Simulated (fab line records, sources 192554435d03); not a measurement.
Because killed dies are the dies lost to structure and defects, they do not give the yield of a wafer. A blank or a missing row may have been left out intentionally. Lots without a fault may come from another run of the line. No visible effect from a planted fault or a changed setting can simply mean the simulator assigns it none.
Chamber matching | flow n5 finfet | ald metal-01 running N5_BEOL_M4_ALD_84: 4 sister chambers
The step deposits TaN, pulse time 2 s, purge time 3 s, co reactant purge time 2 s. 20 wafers are shown with their chamber, then 10 later ones without.

WAFERS WITH THEIR CHAMBER
wafer  | chamber | heater power w (W)
L077.1 | 0       | 366
L077.4 | 3       | 354
L077.6 | 1       | 405
L076.4 | 1       | 398
L076.5 | 2       | 372
L076.6 | 3       | 355
L078.4 | 0       | 369
L078.5 | 1       | 394
L078.6 | 0       | 347
L079.1 | 2       | 383
L079.3 | 3       | 348
L079.4 | 1       | 392
L085.1 | 0       | 362
L085.2 | 3       | 360
L085.6 | 2       | 381
L097.3 | 2       | 403
L097.4 | 1       | 382
L097.5 | 1       | 383
L095.4 | 1       | 382
L095.5 | 1       | 393

SIGNATURES (averages over the wafers above)
reading        | chamber 0 | chamber 1 | chamber 2 | chamber 3 | scatter within a chamber
heater power w | 361.00    | 391.12    | 384.75    | 354.25    | 9.21
Rule: distance of a wafer from a chamber = root of the sum over the readings of ((wafer's reading minus chamber's mean) / reading's scatter) squared. The wafer belongs to the nearest chamber; if the next one is less than 2 further off, it can't be placed. The scatter: take each reading less its chamber's mean, square it, sum over the shown wafers, divide by the number of wafers less the number of chambers, and take the root.

WAFERS MISSING THEIR CHAMBER
wafer  | heater power w (W)
L095.6 | 409
L094.1 | 328
L094.5 | 389
L094.6 | 389
L089.1 | 384
L089.2 | 341
L089.3 | 338
L096.3 | 378
L096.4 | 340
L096.6 | 333

THE CHAMBER EACH PASSED THROUGH
wafer  | from the rows above               | in truth
L095.6 | can't be placed: 1 or 2           | 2
L094.1 | can't be placed: 3 or 0           | 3
L094.5 | can't be placed: 1 or 2           | 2
L094.6 | can't be placed: 1 or 2           | 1
L089.1 | can't be placed: 2 or 1           | 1
L089.2 | can't be placed: 3 or 0           | 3
L089.3 | can't be placed: 3 or 0           | 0
L096.3 | can't be placed: 2 or 1 or 0 or 3 | 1
L096.4 | can't be placed: 3 or 0           | 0
L096.6 | can't be placed: 3 or 0           | 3
Placed correctly: 0 of 10. Not placeable from these rows: 10 (in 10, the candidates include the true chamber). Placed wrongly: 0.
